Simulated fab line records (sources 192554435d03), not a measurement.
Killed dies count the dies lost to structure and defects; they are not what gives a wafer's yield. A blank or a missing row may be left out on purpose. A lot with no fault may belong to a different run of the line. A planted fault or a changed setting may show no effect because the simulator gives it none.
fab line records	flow n5Finfet
record: lots: 6	wafers: 18	lastDay: 16
route steps=1938 shown BEOL_M4@1082 BEOL_M5@1112 PASSIVATION@1936
lots untouched by any fault: they come from a run of this same line in which no faults occurred
startH: the number of hours between the record's first day and the start of the first shown wafer of the lot	waitH: hours since the lot's step before	" as in the row above	L1.1+2: one row covering several wafers at once	- either no value or no given start	* or withheld: withheld	< > ~ a bound
route shown NAME@n: NAME is a module with steps in the file, n the number in the route of the first one	usual: the fault-free wafers' mean and standard deviation	same: alike in all rows	chamber/n: place in a boat	sites: per-site readings	_std_site: standard deviation across them	_edge_site: outer sites' mean less inner sites'	radiusMm: how far each site lies from the wafer's centre	mask NAME#n: copy n	behind: the tool/chamber that last shaped the wafer	hold: what put the lot on hold/how long, in hours/how the hold closed	device: transistor that didn't switch, given as n, p or np	end of line: tests run on the same wafers once the route is complete	step lacking rows: just its recipe	killed: dies that structure and defects cost at the first sort, which is not the same as the wafer's yield	map: dies across one wafer; x = killed, . = not, _ = none there
set.NAME: the setting as run; set.NAME@STEP: as run at that earlier step	model.NAME: the simulator's own value behind a step, which no gauge read
a table for each step, a row for each wafer; lots at some steps of the route
services: when a tool's chamber went out of use (startH, in hours from the record's first day, below 0 if earlier), for how many hours, and the reason
== steps ==
step: N5_BEOL_M4_SURFACE_TREAT_85
recipe: gas: Ar	timeS: *	ionEnergyEv: *	ionCurrentMaCm2: 0.5	pressureMtorr: *	arFlowSccm: 30
step: N5_BEOL_M4_CVD_47
recipe: material: Co	targetThkA: 30	tempC: withheld	precursor: CCTBA/H2	pressureTorr: 30	timeS: 223.8
step: N5_BEOL_M4_SPUTTER_48
recipe: material: Cu	targetThkA: 45	tempC: -20	chamberPressurePa: 0.07	powerW: withheld	timeS: 8.29
step: N5_BEOL_M4_ANNEAL_49
recipe: tempC: 400	timeS: 240	ambient: vacuum
usual: heaterPowerW: 875/130	susceptor_temp_C_max: 400.9/0.4
lot.wafer	tool	chamber	startH	waitH	heaterPowerW	susceptor_temp_C_max
L987.2	pvdSputter-01	-	172.61	0.0	1084	401.0
L987.3	"	-	"	"	825	400.6
L987.5	"	-	"	"	1077	400.7
L993.2	pvdSputter-03	-	204.79	0.0	776	401.4
L993.4	"	-	"	"	995	400.5
L993.5	"	-	"	"	988	400.6
L998.2	pvdSputter-03	-	248.14	0.0	1008	400.4
L998.4	"	-	"	"	888	401.4
L998.6	"	-	"	"	758	401.9
L999.3	pvdSputter-03	-	250.86	0.0	804	400.9
L999.5	"	-	"	"	902	401.4
L999.6	"	-	"	"	807	400.6
L103.3	pvdSputter-01	-	267.42	0.0	839	401.1
L103.4	"	-	"	"	1071	400.9
L103.6	"	-	"	"	832	400.9
L107.3	pvdSputter-01	-	292.83	0.0	663	400.8
L107.4	"	-	"	"	844	401.2
L107.5	"	-	"	"	1106	401.2
step: N5_BEOL_M4_SPUTTER_79
recipe: material: Cu	targetThkA: 45	tempC: -20	chamberPressurePa: 0.07	powerW: withheld	timeS: 8.29
step: N5_BEOL_M4_ANNEAL_80
recipe: tempC: 400	timeS: 240	ambient: vacuum
step: N5_BEOL_M4_SPUTTER_81
recipe: material: Cu	targetThkA: 45	tempC: -20	chamberPressurePa: 0.07	powerW: withheld	timeS: 8.29
step: N5_BEOL_M4_ANNEAL_82
recipe: tempC: 400	timeS: 240	ambient: vacuum
usual: heaterPowerW: 873/130	susceptor_temp_C_max: 400.9/0.39
lot.wafer	tool	chamber	startH	waitH	heaterPowerW	susceptor_temp_C_max
L987.2	pvdSputter-01	-	173.05	0.0	1065	400.5
L987.3	"	-	"	"	867	401.2
L987.5	"	-	"	"	1114	401.0
L993.2	pvdSputter-03	-	205.23	0.0	784	401.6
L993.4	"	-	"	"	1017	401.0
L993.5	"	-	"	"	996	400.8
L998.2	pvdSputter-03	-	248.58	0.0	1002	400.9
L998.4	"	-	"	"	906	401.5
L998.6	"	-	"	"	762	401.6
L999.3	pvdSputter-03	-	251.30	0.0	819	400.8
L999.5	"	-	"	"	888	401.2
L999.6	"	-	"	"	794	401.3
L103.3	pvdSputter-01	-	267.86	0.0	818	401.0
L103.4	"	-	"	"	1089	401.1
L103.6	"	-	"	"	813	400.7
L107.3	pvdSputter-01	-	293.27	0.0	645	400.7
L107.4	"	-	"	"	865	400.7
L107.5	"	-	"	"	1072	400.7
step: N5_BEOL_M4_SPUTTER_86
recipe: material: Cu	targetThkA: 45	tempC: -20	chamberPressurePa: 0.07	powerW: withheld	timeS: 8.29
step: N5_BEOL_M4_ANNEAL_87
recipe: tempC: 400	timeS: 240	ambient: vacuum
step: N5_BEOL_M4_SPUTTER_88
recipe: material: Cu	targetThkA: 45	tempC: -20	chamberPressurePa: 0.07	powerW: withheld	timeS: 8.29
usual: throttleValvePct: 30.5/0.86
lot.wafer	tool	chamber	startH	waitH	throttleValvePct
L987.2	pvdSputter-01	-	173.41	0.1	31.7
L987.3	"	-	"	"	30.5
L987.5	"	-	"	"	31.3
L993.2	pvdSputter-03	-	205.59	0.1	29.7
L993.4	"	-	"	"	29.5
L993.5	"	-	"	"	29.2
L998.2	pvdSputter-03	-	248.94	0.1	29.6
L998.4	"	-	"	"	29.8
L998.6	"	-	"	"	29.7
L999.3	pvdSputter-03	-	251.66	0.1	31.6
L999.5	"	-	"	"	29.8
L999.6	"	-	"	"	31.5
L103.3	pvdSputter-01	-	268.22	0.1	31.7
L103.4	"	-	"	"	31.3
L103.6	"	-	"	"	31.9
L107.3	pvdSputter-01	-	293.63	0.1	30.4
L107.4	"	-	"	"	30.1
L107.5	"	-	"	"	31.3
step: N5_BEOL_M4_ANNEAL_89
recipe: tempC: 400	timeS: 240	ambient: vacuum
step: N5_BEOL_M4_SPUTTER_90
recipe: material: Cu	targetThkA: 45	tempC: -20	chamberPressurePa: 0.07	powerW: withheld	timeS: 8.29
usual: throttleValvePct: 30.5/0.84
lot.wafer	tool	chamber	startH	waitH	throttleValvePct
L987.2	pvdSputter-01	-	173.63	0.1	31.3
L987.3	"	-	"	"	30.3
L987.5	"	-	"	"	31.3
L993.2	pvdSputter-03	-	205.81	0.1	29.9
L993.4	"	-	"	"	29.5
L993.5	"	-	"	"	29.4
L998.2	pvdSputter-03	-	249.16	0.1	29.6
L998.4	"	-	"	"	29.6
L998.6	"	-	"	"	29.8
L999.3	pvdSputter-03	-	251.88	0.1	30.9
L999.5	"	-	"	"	29.7
L999.6	"	-	"	"	31.5
L103.3	pvdSputter-01	-	268.44	0.1	32.0
L103.4	"	-	"	"	31.7
L103.6	"	-	"	"	31.8
L107.3	pvdSputter-01	-	293.85	0.1	30.3
L107.4	"	-	"	"	30.5
L107.5	"	-	"	"	31.2
step: N5_BEOL_M4_ANNEAL_91
recipe: tempC: 400	timeS: 240	ambient: vacuum
step: N5_BEOL_M4_SPUTTER_92
recipe: material: Cu	targetThkA: 45	tempC: -20	chamberPressurePa: 0.07	powerW: withheld	timeS: 8.29
step: N5_BEOL_M4_ANNEAL_93
recipe: tempC: 400	timeS: 240	ambient: vacuum
usual: heaterPowerW: 874/130	susceptor_temp_C_max: 400.9/0.4
lot.wafer	tool	chamber	startH	waitH	heaterPowerW	susceptor_temp_C_max
L987.2	pvdSputter-01	-	173.93	0.0	1083	400.4
L987.3	"	-	"	"	833	400.7
L987.5	"	-	"	"	1088	400.6
L993.2	pvdSputter-03	-	206.11	0.0	763	401.1
L993.4	"	-	"	"	964	401.0
L993.5	"	-	"	"	1022	400.6
L998.2	pvdSputter-03	-	249.46	0.0	1010	400.6
L998.4	"	-	"	"	878	401.3
L998.6	"	-	"	"	773	401.7
L999.3	pvdSputter-03	-	252.18	0.0	812	400.9
L999.5	"	-	"	"	878	401.7
L999.6	"	-	"	"	807	400.8
L103.3	pvdSputter-01	-	268.74	0.0	820	401.1
L103.4	"	-	"	"	1077	400.8
L103.6	"	-	"	"	807	401.2
L107.3	pvdSputter-01	-	294.15	0.0	648	401.0
L107.4	"	-	"	"	817	400.3
L107.5	"	-	"	"	1078	400.8
step: N5_BEOL_M4_SPUTTER_94
recipe: material: Cu	targetThkA: 45	tempC: -20	chamberPressurePa: 0.07	powerW: withheld	timeS: 8.29
step: N5_BEOL_M4_ANNEAL_95
recipe: tempC: 400	timeS: 240	ambient: vacuum
step: N5_BEOL_M4_SPUTTER_96
recipe: material: Cu	targetThkA: 45	tempC: -20	chamberPressurePa: 0.07	powerW: withheld	timeS: 8.29
step: N5_BEOL_M4_ECD_50
recipe: material: Cu	targetThkA: 3000
step: N5_BEOL_M4_ANNEAL_51
recipe: tempC: 225	timeS: 90	ambient: N2
step: N5_BEOL_M4_CMP_52
recipe: stopOn: SiOC	tOverpolishS: 6.8	downForcePsi: 1	platenRpm: 50	clearingPlatenDownForcePsi: 1.5	clearingPlatenRpm: 50	postCmpClean: cuAlkaline	targetThkNm: 40	clearingPlatenPadVelocityMS: 0.99484	padVelocityMS: 0.99484
step: N5_BEOL_M4_PRE_CLEAN_60
recipe: gas: NH3/H2	timeS: 15	tempC: *	rfPowerW: 300
step: N5_BEOL_M4_CO_CAP_55
recipe: material: Co	targetThkA: 20	tempC: 200	precursor: CCTBA/H2	pressureTorr: 30	timeS: 102.1
step: N5_BEOL_M4_PRE_CLEAN_56
recipe: gas: NH3	timeS: 15	tempC: withheld	rfPowerW: 300
step: N5_BEOL_M4_DEP_57
recipe: material: SiCN	targetThkA: 80	tempC: withheld	precursor: 3MS/NH3	pressureTorr: 3	rfW: 202	timeS: 14
step: N5_BEOL_M4_RS_MEAS_58
recipe: thkMeasGauge: four-point-probe	reads: Co_of_BEOL_M4_CO_CAP_55+Cu_of_BEOL_M4_ECD_50+Co_of_BEOL_M4_CVD_47+TaN_of_BEOL_M4_ALD_84
usual: M4_RS: 0.67/0.031
lot.wafer	tool	chamber	startH	waitH	M4_RS[ohm/sq]
L987.2	filmMetro-02	-	175.34	0.1	0.70
L987.3	"	-	"	"	0.71
L987.5	"	-	"	"	0.65
L993.2	filmMetro-01	-	207.53	0.1	0.68
L993.4	"	-	"	"	0.69
L993.5	"	-	"	"	0.66
L998.2	filmMetro-01	-	250.93	0.1	0.72
L998.4	"	-	"	"	0.66
L998.6	"	-	"	"	0.67
L999.3	filmMetro-02	-	253.64	0.1	0.61
L999.5	"	-	"	"	0.65
L999.6	"	-	"	"	0.65
L103.3	filmMetro-02	-	270.24	0.1	0.72
L103.4	"	-	"	"	0.69
L103.6	"	-	"	"	0.71
L107.3	filmMetro-01	-	298.13	0.1	0.69
L107.4	"	-	"	"	0.68
L107.5	"	-	"	"	0.72
step: N5_BEOL_M4_RC_MEAS_101
usual: DIBL_N: 36.3/1.7	DIBL_P: 36.5/1.8	IOFF_N: 0.16/0.033	IOFF_P: 0.21/0.037	ION_N: 675/11	ION_P: 462/7.9	SS_N: 71.6/0.64	SS_P: 73.3/0.68	VT_N: 249/3.3	VT_P: -250/3.3
lot.wafer	tool	chamber	startH	waitH	DIBL_N[mV/V]	DIBL_P[mV/V]	IOFF_N[nA/um]	IOFF_P[nA/um]	ION_N[uA/um]	ION_P[uA/um]	SS_N[mV/dec]	SS_P[mV/dec]	VT_N[mV]	VT_P[mV]
L987.2	prober-01	0	175.55	0.2	35.6	35.6	0.13	0.20	666	458	71.0	73.5	254	-250
L987.3	"	0	"	"	35.3	35.5	0.13	0.20	659	456	70.8	73.4	255	-252
L987.5	"	0	"	"	35.4	35.7	0.13	0.20	668	459	70.8	73.3	253	-251
L993.2	prober-02	0	207.73	0.2	32.4	33.5	0.11	0.17	654	456	70.4	72.3	255	-253
L993.4	"	0	"	"	35.0	35.8	0.14	0.20	661	460	71.8	73.1	250	-249
L993.5	"	0	"	"	36.4	37.2	0.16	0.22	660	454	72.8	73.6	248	-251
L998.2	prober-02	0	251.13	0.2	36.7	36.9	0.17	0.20	680	464	71.4	73.0	250	-250
L998.4	"	0	"	"	39.5	39.9	0.22	0.26	672	463	73.9	74.1	250	-247
L998.6	"	0	"	"	37.2	36.5	0.16	0.20	670	456	71.7	73.1	251	-250
L999.3	prober-01	0	254.00	0.3	36.9	36.9	0.18	0.27	688	476	71.6	73.2	246	-244
L999.5	"	0	"	"	38.6	38.4	0.22	0.32	683	476	72.2	73.3	246	-241
L999.6	"	0	"	"	37.9	38.2	0.20	0.30	678	472	72.1	73.5	247	-242
L103.3	prober-02	0	270.60	0.3	35.3	37.0	0.18	0.20	682	466	71.7	73.1	244	-251
L103.4	"	0	"	"	37.3	39.7	0.21	0.24	679	456	71.7	73.4	247	-249
L103.6	"	0	"	"	36.0	37.4	0.18	0.21	665	454	71.7	74.5	246	-249
L107.3	prober-02	0	298.49	0.3	40.3	39.9	0.24	0.24	693	461	73.0	74.6	246	-254
L107.4	"	0	"	"	40.2	39.7	0.24	0.24	703	466	72.2	74.6	243	-249
L107.5	"	0	"	"	36.1	35.1	0.14	0.17	676	458	71.3	72.9	251	-250
step: N5_BEOL_M5_ILD_DEP_00
recipe: material: SiCOH_lowk	targetThkA: 1406.4	tempC: 300	precursor: DEMS/porogen	pressureTorr: 5	rfW: 500	timeS: 25.9
usual: chamberPressureTorr: 5.001/0.011	heaterPowerW: 289/37	showerheadPlenumPTorr: 5.738/0.013	throttleValvePct: 13.8/0.63
lot.wafer	tool	chamber	startH	waitH	chamberPressureTorr	heaterPowerW	showerheadPlenumPTorr	sinceWetCleanH	throttleValvePct
L987.2	pecvd-02	0	176.36	0.7	5.014	367	5.727	880	14.6
L987.3	"	1	"	"	4.987	218	5.762	1605	13.5
L987.5	"	0	"	"	5.014	365	5.727	-	14.4
L993.2	pecvd-03	2	208.54	0.7	4.980	293	5.747	340	13.7
L993.4	"	0	"	"	4.988	298	5.744	-	14.2
L993.5	"	2	"	"	4.992	294	5.752	-	13.7
L998.2	pecvd-02	0	251.95	0.7	5.015	383	5.726	956	14.6
L998.4	"	1	"	"	4.980	264	5.763	-	13.5
L998.6	"	2	"	"	4.999	263	5.731	-	12.6
L999.3	pecvd-03	2	254.66	0.5	4.995	298	5.739	386	13.8
L999.5	"	0	"	"	5.015	276	5.729	-	14.4
L999.6	"	2	"	"	5.002	290	5.745	-	13.6
L103.3	pecvd-04	2	271.25	0.5	4.997	281	5.741	40	12.2
L103.4	"	2	"	"	5.014	287	5.737	-	12.2
L103.6	"	0	"	"	4.993	215	5.731	-	14.0
L107.3	pecvd-04	2	299.14	0.5	4.983	251	5.740	68	12.4
L107.4	"	0	"	"	4.994	271	5.742	-	13.9
L107.5	"	1	"	"	5.005	316	5.736	-	14.2
step: N5_BEOL_M5_CURE_79
recipe: tempC: 385	timeS: 240	ambient: He/Ar	material: SiCOH_lowk
step: N5_BEOL_M5_THK_MEAS_01
recipe: reads: SiCOH_lowk_of_BEOL_M5_ILD_DEP_00
usual: M5_ILD_THK: 120.9/1.9
lot.wafer	tool	chamber	startH	waitH	M5_ILD_THK[nm]
L987.2	filmMetro-02	-	176.93	0.4	122.6
L987.3	"	-	"	"	121.2
L987.5	"	-	"	"	124.5
L993.2	filmMetro-02	-	209.12	0.4	117.5
L993.4	"	-	"	"	121.9
L993.5	"	-	"	"	118.7
L998.2	filmMetro-01	-	252.89	0.4	120.9
L998.4	"	-	"	"	124.1
L998.6	"	-	"	"	120.9
L999.3	filmMetro-02	-	255.23	0.3	119.4
L999.5	"	-	"	"	123.9
L999.6	"	-	"	"	122.8
L103.3	filmMetro-02	-	271.82	0.3	122.6
L103.4	"	-	"	"	123.4
L103.6	"	-	"	"	123.1
L107.3	filmMetro-01	-	300.20	0.5	123.1
L107.4	"	-	"	"	123.5
L107.5	"	-	"	"	122.7
step: N5_BEOL_M5_PECVD_70
recipe: material: SiO2	targetThkA: 160	tempC: 400	precursor: TEOS/O2	pressureTorr: 5.5	rfW: 450	teosFlowSccm: 53.8	gas: O2	flowSccm: 3000	timeS: 18
step: N5_BEOL_M5_HM_DEP_02
recipe: material: TiN	targetThkA: 200	tempC: 25	chamberPressurePa: 0.49996
step: N5_BEOL_M5_COAT_59
recipe: resist: SOC	tempC: 250	timeS: 60	spinRpm: 1500	resistThkNm: 60
step: N5_BEOL_M5_COAT_60
recipe: resist: SiARC	tempC: 220	timeS: 60	spinRpm: 1500	resistThkNm: 12
step: N5_BEOL_M5_COAT_71
recipe: resist: underlayer	tempC: 205	timeS: 60	spinRpm: 1500	resistThkNm: 5
step: N5_BEOL_M5_COAT_05
recipe: resist: CAR-EUV	spinRpm: 1500	resistThkNm: 30
step: N5_BEOL_M5_EBR_07
recipe: solvent: PGMEA	ebrWidthMm: 1.5
step: N5_BEOL_M5_SOFTBAKE_06
recipe: tempC: 110	timeS: 60	resist: CAR-EUV
step: N5_BEOL_M5_EXPOSE_08
recipe: maskId: M5	na: 0.33	sourceShape: annular	sigmaInner: 0.4	sigmaOuter: 0.8	polarization: unpolarized	targetCdNm: 28	doseMj: 35.75
step: N5_PASSIVATION_PROBE_49
usual: defectLimitedYield: 91.3/1.5	killed_at_M0_to_M3: 34/9.4	killed_at_M4_up: 13/5.3	killedAtContacts: 13/5.7	killedAtFrontEnd: 40/10	killedAtOther: 3.7/2.8	killedDies: 103/17	killedOpen: 67/13	killedShort: 35/8.5	sort_bin_5_function: 5.0/0.98	sort_bin_6_memory: 3.3/0.7	sortNPass: 1077/17	sortYieldPct: 91.3/1.5
same: grossDies: 1180	killedAtBackSide: 0	sort_bin_4_leakage[%]: 0	sort_bin_8_speed[%]: 0
lot.wafer	tool	chamber	startH	waitH	defectLimitedYield[%]	killed_at_M0_to_M3	killed_at_M4_up	killedAtContacts	killedAtFrontEnd	killedAtOther	killedDies	killedOpen	killedShort	sort_bin_5_function[%]	sort_bin_6_memory[%]	sortNPass	sortYieldPct[%]
L987.2	prober-02	-	272.73	0.1	92.5	30	10	14	27	8	89	46	37	4.2	2.6	1091	92.5
L987.3	prober-02	-	272.78	0.1	93.1	30	5	13	32	1	81	43	38	3.4	3.0	1099	93.1
L987.5	prober-02	-	272.88	0.2	91.1	35	4	16	46	4	105	73	31	5.2	3.5	1075	91.1
L993.2	prober-01	-	316.09	0.1	89.3	32	18	18	57	1	126	73	49	7.4	2.3	1054	89.3
L993.4	prober-01	-	316.19	0.2	92.8	20	14	14	34	3	85	51	32	4.0	3.1	1095	92.8
L993.5	prober-01	-	316.24	0.2	90.1	22	25	24	45	1	117	79	36	6.3	3.4	1063	90.1
L999.3	prober-02	-	353.27	0.1	83.6	32	103	5	52	1	193	60	39	9.2	4.8	987	83.6
L999.5	prober-02	-	353.37	0.2	81.7	26	137	11	35	7	216	54	35	11.9	4.1	964	81.7
L999.6	prober-02	-	353.42	0.3	84.8	27	94	6	48	4	179	62	32	9.0	3.6	1001	84.8
L998.2	prober-01	-	355.57	0.1	82.3	20	129	10	48	2	209	56	31	11.1	3.5	971	82.3
L998.4	prober-01	-	355.67	0.2	80.8	35	140	6	43	3	227	65	29	12.4	4.0	953	80.8
L998.6	prober-01	-	355.77	0.3	81.7	22	127	8	57	2	216	71	26	11.4	3.4	964	81.7
killed by level:class
L987.2 MOL_CONTACT_COAG:geometricParticle:open=11 BEOL_M0_SAQP:geometricParticle:short=10 BEOL_M0_SAQP:geometricParticle:open=8 GATE_CUT:geometricParticle:short=5 HKMG_FIN:areaEtch=5 GATE_CUT:geometricParticle:open=4 BEOL_M0:geometricParticle:short=4 BEOL_M5:geometricParticle:open=4
L987.3 MOL_CONTACT_COAG:geometricParticle:open=9 STI_FIN_REVEAL:geometricParticle:open=7 BEOL_M1:geometricParticle:short=6 GATE_CUT:geometricParticle:open=5 GATE_CUT:geometricParticle:short=5 BEOL_M0_SAQP:geometricParticle:short=5 BEOL_M0:geometricParticle:short=5 BEOL_M3:geometricParticle:open=5
L987.5 MOL_CONTACT_COAG:geometricParticle:open=13 FIN_SAQP:geometricParticle:open=12 GATE_CUT:geometricParticle:open=10 GATE_CUT:geometricParticle:short=7 BEOL_M0_SAQP:geometricParticle:open=7 BEOL_M0_SAQP:geometricParticle:short=6 BEOL_M2:geometricParticle:open=6 BEOL_M3:geometricParticle:open=6
L993.2 FIN_SAQP:geometricParticle:short=19 MOL_CONTACT_COAG:geometricParticle:open=12 BEOL_M3:geometricParticle:open=11 BEOL_M0_SAQP:geometricParticle:open=7 FIN_SAQP:geometricParticle:open=6 MOL_CONTACT_COAG:geometricParticle:short=6 BEOL_M0_SAQP:geometricParticle:short=6 STI_FIN_REVEAL:geometricParticle:open=5
L993.4 MOL_CONTACT_COAG:geometricParticle:open=9 FIN_SAQP:geometricParticle:short=8 BEOL_M0_SAQP:geometricParticle:short=6 DUMMY_GATE:geometricParticle:open=5 MOL_CONTACT_COAG:geometricParticle:short=5 BEOL_M2:geometricParticle:open=5 FIN_SAQP:geometricParticle:open=4 STI_FIN_REVEAL:geometricParticle:open=4
L993.5 MOL_CONTACT_COAG:geometricParticle:open=19 BEOL_M4:geometricParticle:open=13 FIN_SAQP:geometricParticle:short=12 FIN_SAQP:geometricParticle:open=8 BEOL_M3:geometricParticle:open=7 ILD0:geometricParticle:open=6 MOL_CONTACT_COAG:geometricParticle:short=5 BEOL_M2:geometricParticle:open=5
L999.3 BEOL_M4:unspecified=91 FIN_SAQP:geometricParticle:short=16 FIN_SAQP:geometricParticle:open=13 BEOL_M0_SAQP:geometricParticle:short=10 BEOL_M0_SAQP:geometricParticle:open=6 BEOL_M1:geometricParticle:open=5 BEOL_M2:geometricParticle:open=5 DUMMY_GATE:geometricParticle:open=4
L999.5 BEOL_M4:unspecified=127 FIN_SAQP:geometricParticle:open=11 MOL_CONTACT_COAG:geometricParticle:open=9 FIN_SAQP:geometricParticle:short=6 STI_FIN_REVEAL:geometricParticle:open=6 BEOL_M0_SAQP:geometricParticle:short=6 BEOL_M0_SAQP:geometricParticle:open=5 BEOL_M2:geometricParticle:open=4
L999.6 BEOL_M4:unspecified=83 FIN_SAQP:geometricParticle:open=14 FIN_SAQP:geometricParticle:short=9 STI_FIN_REVEAL:geometricParticle:open=9 BEOL_M1:geometricParticle:open=7 MOL_CONTACT_COAG:geometricParticle:open=4 BEOL_M0_SAQP:geometricParticle:open=4 BEOL_M0_SAQP:geometricParticle:short=4
L998.2 BEOL_M4:unspecified=116 MOL_CONTACT_COAG:geometricParticle:open=10 FIN_SAQP:geometricParticle:open=9 FIN_SAQP:geometricParticle:short=8 BEOL_M3:geometricParticle:open=6 BEOL_M4:geometricParticle:open=6 ILD0:geometricParticle:open=5 ILD0:geometricParticle:short=5
L998.4 BEOL_M4:unspecified=131 FIN_SAQP:geometricParticle:open=12 BEOL_M0_SAQP:geometricParticle:open=7 BEOL_M3:geometricParticle:open=7 BEOL_M0_SAQP:geometricParticle:short=6 BEOL_M2:geometricParticle:open=6 FIN_SAQP:geometricParticle:short=5 STI_FIN_REVEAL:geometricParticle:open=5
L998.6 BEOL_M4:unspecified=119 FIN_SAQP:geometricParticle:open=17 STI_FIN_REVEAL:geometricParticle:open=15 GATE_CUT:geometricParticle:open=6 MOL_CONTACT_COAG:geometricParticle:open=6 BEOL_M3:geometricParticle:open=6 BEOL_M0_SAQP:geometricParticle:short=5 BEOL_M4:geometricParticle:open=5
map L998.4 (x killed, . not)
_________________.x..........________________
______________................xx_____________
___________..........x.............__________
__________x..x......................_________
________.........x......x............._______
_______..........x.......x............x______
______.x.............xx......xx........._____
_____x.x.x......x..x..x..xx.xx....x...x.x____
____.x..x.x..x...xxxx.xxxxxxxx............___
___x.x..........x...xxxxxxxxxxxx.x.......x.__
___...............x.xxxxxxxxxxxx.......x...__
__...x.........x...xxxxxxxxxxxxxx......x..x._
__...........x....xxxxxxxxxxxxxxx...xx.x...._
_...x.............xxxxxxxxxxxxxx..x......x...
_.................x..xxxxxxxxxxxx.......x....
_.....x...x....x...xxxxxxxxxxx.....xx......x.
_x.................xx.x.xxxxxxx..........x...
_..xx......x..........xxx.xxx...x.x....x.....
_....x....x......xx......xx.xx......x......x.
_....................x....................x..
_................................x...........
__.....................x......x..........x.._
__x............x......x....................x_
___.....................x.................x__
___.................x.x.....x..x....xx.x...__
____...........x..........................___
_____....................................____
______x............x............x..xx..._____
_______..............x...........x...x.______
________x............................._______
__________...xx....................._________
___________...x....................__________
______________.................._____________
_________________............________________
map L999.5 (x killed, . not)
_________________......x.....________________
______________.x................_____________
___________..x........x...xx.......__________
__________........x................._________
________x..........................x.._______
_______................x......x........______
______............x...x.x..x.....x......_____
_____...............x.xx.xxxx............____
____.x.....x...x....x..xxxxxxx..x.........___
___...x......x.x.x.x..xxxxxxxxxxx....x.....__
___...........x...xxxxxxxxxxxxxxx...x......__
__..........x..x....xxxxxxxxxxx.x.....x..x.._
__...........x......xxxxxxxxxxxxx..........._
_..................xxxxxxxxxxxx.x...x........
_...x.............x.xxxxxxxxxxxxx..x.........
_....x.............xxxxxxxxxxxx......xx......
_...xx.............x..xxxxxxxx.......x.......
_...x.....x.........xx.xxx.xxxxx.............
_.......x.......x.......x.....xx.............
_............x........x....x...x...x........x
_..............x......x...x........xx........
__......x....x............xxx............x.._
__........................xx..........x....x_
___.....x....x....x........................__
___............x.............x...x.........__
____...............xx...x.........x......x___
_____..................x.................____
______................x..............x.._____
_______.......................x.x......______
________..................x..........._______
__________......x.....x...........x._________
___________..x.....................__________
______________...x.............._____________
_________________............________________
== services ==
tool	chamber	startH	hours	kind
pecvd-02	0	153.68	4.6	repair
pecvd-03	0	160.72	5.5	scheduledDown
pecvd-04	1	163.50	5.5	scheduledDown
pecvd-02	1	192.94	5.5	scheduledDown
pecvd-04	2	202.38	-	clean
pecvd-04	2	202.38	-	consumableReplace:showerhead
pecvd-04	2	202.38	29.0	scheduledDown
pecvd-04	2	202.38	29.0	ventCycle
pecvd-03	2	237.15	4.5	repair
pecvd-02	0	272.02	2.1	scheduledDown
pvdSputter-03	-	278.15	5.5	repair
== key ==
firstSign: step: N5_PASSIVATION_PROBE_49	reading: killed_at_M4_up	direction: up	sigmas: 21	usual: 13	struck: 122
effect: step: N5_PASSIVATION_PROBE_49	reading: defectLimitedYield	direction: down	sigmas: 6	usual: 91.3	struck: 82.5
moreKillsBornAt: N5_BEOL_M4_SPUTTER_90@pvdSputter-03: 667
metAt N5_BEOL_M4_SPUTTER_90
struckWafers L998.2,L998.4,L998.6,L999.3,L999.5,L999.6
onsetBetween 205.81 249.16
alsoFits N5_BEOL_M4_ANNEAL_49:pvdSputter-03,N5_BEOL_M4_ANNEAL_82:pvdSputter-03,N5_BEOL_M4_SPUTTER_88:pvdSputter-03,N5_BEOL_M4_ANNEAL_93:pvdSputter-03
fault: kind: chamberParticleSource	tool: pvdSputter-03	chamber: -	onsetH: 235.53	steps: N5_BEOL_M4_SPUTTER_90	ratePerVisitCm2: 1.0671	endH: 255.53
